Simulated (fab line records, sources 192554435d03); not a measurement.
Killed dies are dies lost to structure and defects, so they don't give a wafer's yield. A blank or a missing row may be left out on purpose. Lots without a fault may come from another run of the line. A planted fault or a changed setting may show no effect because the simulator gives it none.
Which tool did it? | flow n5_finfet | 24 lots, 72 wafers sampled, at 6 steps of a route of 1938

WHAT THE GAUGES READ, wafer by wafer
N5_BEOL_M1_CD_MEAS_35: target cd 18 nm, target cd y 21 nm. Usual: cd_nm 18.0 nm, standard deviation 0.31.
lot  | measured     | on        | cd_nm (nm)     | flag
L075 | day 7 07:19  | cd_sem-03 | 17.9 18.4 17.8 |
L074 | day 7 07:57  | cd_sem-03 | 18.1 17.9 17.8 |
L077 | day 7 11:41  | cd_sem-01 | 18.1 18.1 18.5 |
L078 | day 7 11:53  | cd_sem-03 | 17.8 18.2 18.2 |
L079 | day 8 00:18  | cd_sem-03 | 17.8 17.8 17.8 |
L076 | day 8 04:11  | cd_sem-03 | 17.5 17.4 17.9 |
L080 | day 8 08:09  | cd_sem-03 | 18.4 18.1 17.8 |
L081 | day 8 08:26  | cd_sem-03 | 18.1 17.8 18.0 |
L082 | day 8 16:31  | cd_sem-01 | 18.0 17.5 18.0 |
L083 | day 8 16:36  | cd_sem-03 | 18.7 18.3 18.1 |
L084 | day 8 20:40  | cd_sem-03 | 18.6 18.1 18.0 |
L085 | day 9 03:28  | cd_sem-01 | 17.3 17.9 17.4 |
L086 | day 9 10:16  | cd_sem-02 | 18.0 18.4 18.2 |
L087 | day 9 17:23  | cd_sem-02 | 17.6 17.5 17.8 |
L088 | day 9 22:21  | cd_sem-03 | 18.2 17.7 18.1 |
L089 | day 10 06:23 | cd_sem-03 | 17.7 18.3 18.3 |
L090 | day 10 11:52 | cd_sem-03 | 17.9 18.0 18.4 |
L091 | day 10 20:04 | cd_sem-02 | 18.1 17.7 18.2 |
L093 | day 10 23:07 | cd_sem-01 | 18.1 18.1 18.4 |
L092 | day 11 03:24 | cd_sem-02 | 17.9 17.5 17.3 |
L094 | day 11 08:37 | cd_sem-03 | 18.1 18.4 18.3 |
L096 | day 11 17:25 | cd_sem-01 | 18.1 18.0 17.7 |
L095 | day 11 17:28 | cd_sem-02 | 18.2 18.1 18.0 |
L097 | day 12 01:46 | cd_sem-03 | 17.9 17.6 17.5 |

N5_BEOL_M1_RS_MEAS_58: measures by four-point-probe. Usual: M1_RS 0.68 ohm/sq, standard deviation 0.032.
lot  | measured     | on            | M1_RS (ohm/sq) | flag
L075 | day 7 11:51  | film_metro-02 | 0.80 0.71 0.70 |
L074 | day 7 13:32  | film_metro-01 | 0.71 0.72 0.68 |
L077 | day 7 15:37  | film_metro-01 | 0.69 0.64 0.68 |
L078 | day 7 16:11  | film_metro-01 | 0.69 0.69 0.64 |
L079 | day 8 04:41  | film_metro-02 | 0.71 0.65 0.66 |
L076 | day 8 08:01  | film_metro-02 | 0.74 0.64 0.72 |
L080 | day 8 11:59  | film_metro-02 | 0.67 0.64 0.66 |
L081 | day 8 13:49  | film_metro-02 | 0.67 0.65 0.64 |
L082 | day 8 20:17  | film_metro-01 | 0.67 0.66 0.65 |
L083 | day 8 21:46  | film_metro-01 | 0.69 0.71 0.67 |
L084 | day 9 02:08  | film_metro-02 | 0.72 0.66 0.70 |
L085 | day 9 08:11  | film_metro-01 | 0.62 0.65 0.70 |
L086 | day 9 13:49  | film_metro-02 | 0.67 0.64 0.65 |
L087 | day 10 01:24 | film_metro-02 | 0.69 0.70 0.70 |
L088 | day 10 02:20 | film_metro-02 | 0.66 0.69 0.66 |
L089 | day 10 11:16 | film_metro-01 | 0.68 0.69 0.66 |
L090 | day 10 15:53 | film_metro-01 | 0.65 0.59 0.59 |
L091 | day 10 23:59 | film_metro-02 | 0.69 0.67 0.68 |
L093 | day 11 04:21 | film_metro-01 | 0.70 0.70 0.72 |
L092 | day 11 07:13 | film_metro-01 | 0.68 0.69 0.65 |
L094 | day 11 12:32 | film_metro-02 | 0.69 0.69 0.70 |
L096 | day 11 21:14 | film_metro-01 | 0.69 0.66 0.65 |
L095 | day 11 21:16 | film_metro-02 | 0.67 0.63 0.62 |
L097 | day 12 06:01 | film_metro-01 | 0.66 0.67 0.66 |

N5_BEOL_M1_INSPECT_59: inspects for defects (darkfield). Usual: raw_defect_count 74, standard deviation 24.
lot  | measured     | on                | raw_defect_count | flag
L075 | day 7 11:52  | defect_inspect-02 | 104 50 90        |
L074 | day 7 13:34  | defect_inspect-02 | 43 43 91         |
L077 | day 7 15:39  | defect_inspect-01 | 60 88 65         |
L078 | day 7 16:12  | defect_inspect-02 | 68 75 39         |
L079 | day 8 04:42  | defect_inspect-01 | 86 114 80        |
L076 | day 8 08:02  | defect_inspect-02 | 70 57 50         |
L080 | day 8 12:00  | defect_inspect-01 | 83 113 68        |
L081 | day 8 13:50  | defect_inspect-01 | 58 78 75         |
L082 | day 8 20:19  | defect_inspect-02 | 116 125 96       |
L083 | day 8 21:47  | defect_inspect-02 | 53 76 51         |
L084 | day 9 02:09  | defect_inspect-01 | 86 64 67         |
L085 | day 9 08:13  | defect_inspect-01 | 133 99 85        |
L086 | day 9 13:50  | defect_inspect-02 | 27 56 61         |
L087 | day 10 01:25 | defect_inspect-02 | 39 67 47         |
L088 | day 10 02:22 | defect_inspect-02 | 62 73 94         |
L089 | day 10 11:18 | defect_inspect-02 | 126 81 86        |
L090 | day 10 15:55 | defect_inspect-01 | 63 51 69         |
L091 | day 11 00:01 | defect_inspect-01 | 92 64 79         |
L093 | day 11 04:23 | defect_inspect-02 | 37 54 40         |
L092 | day 11 07:15 | defect_inspect-02 | 69 63 65         |
L094 | day 11 12:34 | defect_inspect-01 | 73 101 72        |
L096 | day 11 21:16 | defect_inspect-01 | 87 136 124       |
L095 | day 11 21:17 | defect_inspect-01 | 52 53 97         |
L097 | day 12 06:02 | defect_inspect-02 | 69 64 65         |

WHICH TOOL RAN EACH LOT (tool, then ch and the chambers of the sampled wafers, then the start)
lot  | N5_BEOL_M1_ETCHBACK_99             | N5_BEOL_M1_ANNEAL_80         | N5_BEOL_M1_SPUTTER_86
L075 | rie_diel-03 ch 0,2, day 7 06:46    | pvd_sputter-01, day 7 09:20  | pvd_sputter-01, day 7 09:42
L074 | rie_diel-01 ch 0,2,3, day 7 07:24  | pvd_sputter-03, day 7 10:49  | pvd_sputter-03, day 7 11:11
L077 | rie_diel-06 ch 2,3, day 7 11:08    | pvd_sputter-01, day 7 13:06  | pvd_sputter-01, day 7 13:28
L078 | rie_diel-01 ch 0,1, day 7 11:19    | pvd_sputter-03, day 7 13:37  | pvd_sputter-03, day 7 13:59
L079 | rie_diel-01 ch 0,2,3, day 7 23:46  | pvd_sputter-03, day 8 01:44  | pvd_sputter-03, day 8 02:05
L076 | rie_diel-01 ch 2,3, day 8 03:38    | pvd_sputter-02, day 8 05:19  | pvd_sputter-02, day 8 05:40
L080 | rie_diel-01 ch 0,2, day 8 07:36    | pvd_sputter-03, day 8 09:28  | pvd_sputter-03, day 8 09:50
L081 | rie_diel-06 ch 0,3, day 8 07:53    | pvd_sputter-03, day 8 11:19  | pvd_sputter-03, day 8 11:40
L082 | rie_diel-03 ch 2,3, day 8 15:58    | pvd_sputter-02, day 8 17:46  | pvd_sputter-02, day 8 18:08
L083 | rie_diel-06 ch 0,1,3, day 8 16:04  | pvd_sputter-01, day 8 19:11  | pvd_sputter-01, day 8 19:32
L084 | rie_diel-06 ch 0,1,3, day 8 20:07  | pvd_sputter-01, day 8 23:37  | pvd_sputter-01, day 8 23:59
L085 | rie_diel-01 ch 2,3, day 9 02:55    | pvd_sputter-01, day 9 05:35  | pvd_sputter-01, day 9 05:56
L086 | rie_diel-01 ch 1,2, day 9 09:43    | pvd_sputter-03, day 9 11:19  | pvd_sputter-03, day 9 11:40
L087 | rie_diel-03 ch 0,1, day 9 16:50    | pvd_sputter-02, day 9 22:30  | pvd_sputter-02, day 9 22:52
L088 | rie_diel-01 ch 1,2,3, day 9 21:48  | pvd_sputter-01, day 9 23:32  | pvd_sputter-01, day 9 23:53
L089 | rie_diel-01 ch 0,1,3, day 10 05:50 | pvd_sputter-02, day 10 08:39 | pvd_sputter-02, day 10 09:01
L090 | rie_diel-01 ch 0,2, day 10 11:18   | pvd_sputter-03, day 10 13:22 | pvd_sputter-03, day 10 13:43
L091 | rie_diel-01 ch 0,1,3, day 10 19:31 | pvd_sputter-03, day 10 21:29 | pvd_sputter-03, day 10 21:50
L093 | rie_diel-03 ch 1,2,3, day 10 22:32 | pvd_sputter-01, day 11 01:51 | pvd_sputter-01, day 11 02:13
L092 | rie_diel-01 ch 1,2, day 11 02:52   | pvd_sputter-01, day 11 04:39 | pvd_sputter-01, day 11 05:01
L094 | rie_diel-06 ch 0,2, day 11 08:04   | pvd_sputter-01, day 11 09:58 | pvd_sputter-01, day 11 10:20
L096 | rie_diel-01 ch 1,2,3, day 11 16:53 | pvd_sputter-01, day 11 18:43 | pvd_sputter-01, day 11 19:05
L095 | rie_diel-03 ch 1,3, day 11 16:55   | pvd_sputter-02, day 11 18:45 | pvd_sputter-02, day 11 19:07
L097 | rie_diel-01 ch 0,2,3, day 12 01:13 | pvd_sputter-02, day 12 03:18 | pvd_sputter-02, day 12 03:40
- N5_BEOL_M1_ETCHBACK_99: etches SiO2 in CHF3, target depth 5 nm, time 10.4 s.
- N5_BEOL_M1_ANNEAL_80: time 240 s.
- N5_BEOL_M1_SPUTTER_86: material Cu, target thk 4.5 nm, time 8.29 s.

WHAT THE TOOLS THEMSELVES READ (means of the sampled wafers that have a number; where no wafer has one, the mark that the record gives instead)
N5_BEOL_M1_ETCHBACK_99. Usual: drypump_motor_current_A 5.8 A, standard deviation 0.47; oes_f_703_au 0.78 a.u., standard deviation 0.075; oes_product_au 0.79 a.u., standard deviation 0.077; rf_vpp_V 242.7 V, standard deviation 2.8; showerhead_plenum_p_Torr 2.14 Torr, standard deviation 0.07; throttle_valve_pct 17.04 %, standard deviation 0.25.
lot  | tool        | drypump_motor_current_A (A) | oes_f_703_au (a.u.) | oes_product_au (a.u.) | rf_vpp_V (V) | showerhead_plenum_p_Torr (Torr) | throttle_valve_pct (%) | flag
L075 | rie_diel-03 | 5.4                         | 0.90                | 0.91                  | 243.3        | 2.19                            | 16.89                  |
L074 | rie_diel-01 | 6.0                         | 0.79                | 0.80                  | 244.6        | 2.16                            | 16.96                  |
L077 | rie_diel-06 | 6.0                         | 0.74                | 0.75                  | 244.9        | 2.23                            | 17.07                  |
L078 | rie_diel-01 | 5.9                         | 0.73                | 0.72                  | 242.8        | 2.09                            | 17.24                  |
L079 | rie_diel-01 | 6.0                         | 0.79                | 0.80                  | 245.3        | 2.16                            | 16.98                  |
L076 | rie_diel-01 | 6.1                         | 0.85                | 0.84                  | 243.3        | 2.15                            | 16.81                  |
L080 | rie_diel-01 | 5.9                         | 0.72                | 0.73                  | 245.0        | 2.18                            | 17.17                  |
L081 | rie_diel-06 | 6.2                         | 0.81                | 0.80                  | 242.4        | 2.16                            | 16.77                  |
L082 | rie_diel-03 | 4.8                         | 0.79                | 0.78                  | 238.4        | 2.11                            | 17.07                  |
L083 | rie_diel-06 | 5.9                         | 0.86                | 0.86                  | 239.4        | 2.18                            | 16.85                  |
L084 | rie_diel-06 | 5.9                         | 0.87                | 0.87                  | 239.6        | 2.18                            | 16.86                  |
L085 | rie_diel-01 | 6.1                         | 0.83                | 0.84                  | 243.3        | 2.15                            | 16.81                  |
L086 | rie_diel-01 | 5.8                         | 0.76                | 0.76                  | 242.8        | 2.19                            | 17.17                  |
L087 | rie_diel-03 | 5.3                         | 0.85                | 0.88                  | 245.7        | 2.15                            | 17.01                  |
L088 | rie_diel-01 | 6.0                         | 0.79                | 0.78                  | 241.9        | 2.13                            | 17.02                  |
L089 | rie_diel-01 | 6.0                         | 0.76                | 0.76                  | 243.7        | 2.09                            | 17.06                  |
L090 | rie_diel-01 | 5.9                         | 0.71                | 0.72                  | 245.7        | 2.17                            | 17.20                  |
L091 | rie_diel-01 | 6.0                         | 0.76                | 0.75                  | 242.9        | 2.09                            | 17.07                  |
L093 | rie_diel-03 | 4.9                         | 0.78                | 0.78                  | 240.3        | 2.10                            | 17.15                  |
L092 | rie_diel-01 | 5.8                         | 0.73                | 0.73                  | 241.6        | 2.12                            | 17.23                  |
L094 | rie_diel-06 | 6.2                         | 0.76                | 0.78                  | 243.2        | 2.23                            | 16.96                  |
L096 | rie_diel-01 | 6.0                         | 0.77                | 0.77                  | 242.3        | 2.13                            | 17.05                  |
L095 | rie_diel-03 | 4.9                         | 0.78                | 0.78                  | 241.4        | 2.07                            | 17.24                  |
L097 | rie_diel-01 | 6.1                         | 0.76                | 0.76                  | 244.5        | 2.15                            | 17.03                  |

N5_BEOL_M1_ANNEAL_80. Usual: heater_power_w 848 W, standard deviation 84.
lot  | tool           | heater_power_w (W) | flag
L075 | pvd_sputter-01 | 814                |
L074 | pvd_sputter-03 | 916                |
L077 | pvd_sputter-01 | 864                |
L078 | pvd_sputter-03 | 837                |
L079 | pvd_sputter-03 | 822                |
L076 | pvd_sputter-02 | 931                |
L080 | pvd_sputter-03 | 893                |
L081 | pvd_sputter-03 | 883                |
L082 | pvd_sputter-02 | 925                |
L083 | pvd_sputter-01 | 855                |
L084 | pvd_sputter-01 | 799                |
L085 | pvd_sputter-01 | 823                |
L086 | pvd_sputter-03 | 820                |
L087 | pvd_sputter-02 | 890                |
L088 | pvd_sputter-01 | 815                |
L089 | pvd_sputter-02 | 851                |
L090 | pvd_sputter-03 | 737                |
L091 | pvd_sputter-03 | 821                |
L093 | pvd_sputter-01 | 807                |
L092 | pvd_sputter-01 | 859                |
L094 | pvd_sputter-01 | 836                |
L096 | pvd_sputter-01 | 812                |
L095 | pvd_sputter-02 | 851                |
L097 | pvd_sputter-02 | 934                |

N5_BEOL_M1_SPUTTER_86. Usual: throttle_valve_pct 30.2 %, standard deviation 0.98.
lot  | tool           | throttle_valve_pct (%) | flag
L075 | pvd_sputter-01 | 29.6                   |
L074 | pvd_sputter-03 | 29.9                   |
L077 | pvd_sputter-01 | 28.9                   |
L078 | pvd_sputter-03 | 31.2                   |
L079 | pvd_sputter-03 | 31.1                   |
L076 | pvd_sputter-02 | 30.7                   |
L080 | pvd_sputter-03 | 30.3                   |
L081 | pvd_sputter-03 | 30.5                   |
L082 | pvd_sputter-02 | 30.7                   |
L083 | pvd_sputter-01 | 29.6                   |
L084 | pvd_sputter-01 | 30.3                   |
L085 | pvd_sputter-01 | 29.6                   |
L086 | pvd_sputter-03 | 31.0                   |
L087 | pvd_sputter-02 | 31.1                   |
L088 | pvd_sputter-01 | 30.3                   |
L089 | pvd_sputter-02 | 30.5                   |
L090 | pvd_sputter-03 | 31.5                   |
L091 | pvd_sputter-03 | 31.0                   |
L093 | pvd_sputter-01 | 29.6                   |
L092 | pvd_sputter-01 | 29.5                   |
L094 | pvd_sputter-01 | 30.6                   |
L096 | pvd_sputter-01 | 29.6                   |
L095 | pvd_sputter-02 | 30.4                   |
L097 | pvd_sputter-02 | 30.0                   |

THE ANSWER, worked out from the rows above alone
Rule: a lot is off if the mean of its wafers that have a number lies more than 3 standard deviations from the usual mean. A lot without any number at a reading at which 4 lots or more have one is off too. The other lots that the step has rows for count as sound. The gauges are gone through in route order, then the tools' own readings, and for those a lot's mean is taken as printed above. The first step at which some lot is off is used, and at that step the reading that is off furthest; a lot without a number counts as furthest.
No lot is off at any reading shown: from this, nothing can be told.

WHAT THE SIMULATOR HAD PUT IN
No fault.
